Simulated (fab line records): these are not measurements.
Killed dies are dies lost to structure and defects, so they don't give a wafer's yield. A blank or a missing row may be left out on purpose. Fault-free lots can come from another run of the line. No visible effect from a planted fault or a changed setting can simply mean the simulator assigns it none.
Chamber matching || flow nand-harc || 3 sister chambers for NHARC_A_CONTACT_DEP_24 on pecvd-02
The step deposits SiO2, target thk 500 nm. 6 wafers are shown with their chamber, then 7 later ones without.

## WAFERS WITH THEIR CHAMBER
{"wafer": "L902.3", "chamber": 0, "showerhead-vpp-V (V)": 1902, "throttle-valve-pct (%)": 16.3}
{"wafer": "L902.6", "chamber": 2, "showerhead-vpp-V (V)": 1803, "throttle-valve-pct (%)": 16.7}
{"wafer": "L906.2", "chamber": 2, "showerhead-vpp-V (V)": 1737, "throttle-valve-pct (%)": 16.7}
{"wafer": "L906.4", "chamber": 1, "showerhead-vpp-V (V)": 1790, "throttle-valve-pct (%)": 16.1}
{"wafer": "L913.2", "chamber": 1, "showerhead-vpp-V (V)": 1794, "throttle-valve-pct (%)": 15.7}
{"wafer": "L913.4", "chamber": 0, "showerhead-vpp-V (V)": 1904, "throttle-valve-pct (%)": 16.2}

## WAFERS WHOSE CHAMBER IS MISSING
{"wafer": "L913.6", "showerhead-vpp-V (V)": 1755, "throttle-valve-pct (%)": 15.6}
{"wafer": "L918.4", "showerhead-vpp-V (V)": 1858, "throttle-valve-pct (%)": 16.3}
{"wafer": "L918.5", "showerhead-vpp-V (V)": 1892, "throttle-valve-pct (%)": 16.1}
{"wafer": "L918.6", "showerhead-vpp-V (V)": 1799, "throttle-valve-pct (%)": 16.3}
{"wafer": "L919.3", "showerhead-vpp-V (V)": 1887, "throttle-valve-pct (%)": 16.4}
{"wafer": "L919.5", "showerhead-vpp-V (V)": 1855, "throttle-valve-pct (%)": 16.3}
{"wafer": "L919.6", "showerhead-vpp-V (V)": 1759, "throttle-valve-pct (%)": 16.3}

## WHICH CHAMBER EACH ONE RAN IN
{"wafer": "L913.6", "from the rows above": 1, "in truth": 1}
{"wafer": "L918.4", "from the rows above": "can't be placed: 0 or 1", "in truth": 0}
{"wafer": "L918.5", "from the rows above": 0, "in truth": 0}
{"wafer": "L918.6", "from the rows above": "can't be placed: 1 or 2 or 0", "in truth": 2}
{"wafer": "L919.3", "from the rows above": 0, "in truth": 0}
{"wafer": "L919.5", "from the rows above": "can't be placed: 0 or 1", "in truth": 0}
{"wafer": "L919.6", "from the rows above": "can't be placed: 2 or 1", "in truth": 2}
3 of 7 placed correctly. Can't be placed from these rows: 4 (the true chamber is among the candidates in 4). Wrongly placed: 0.
How it was worked out, from the rows above alone: a wafer's distance from a chamber is the root of the sum, over the readings, of the square of ((its reading less the chamber's mean) divided by the reading's scatter). If the next closest chamber is less than 2 further off than the closest, the wafer can't be placed; otherwise it belongs to the closest. The mean given for a chamber averages the wafers shown for that chamber. The scatter: the root of (the sum of the squares of (reading less its chamber's mean) over the shown wafers, divided by (wafers less chambers)).
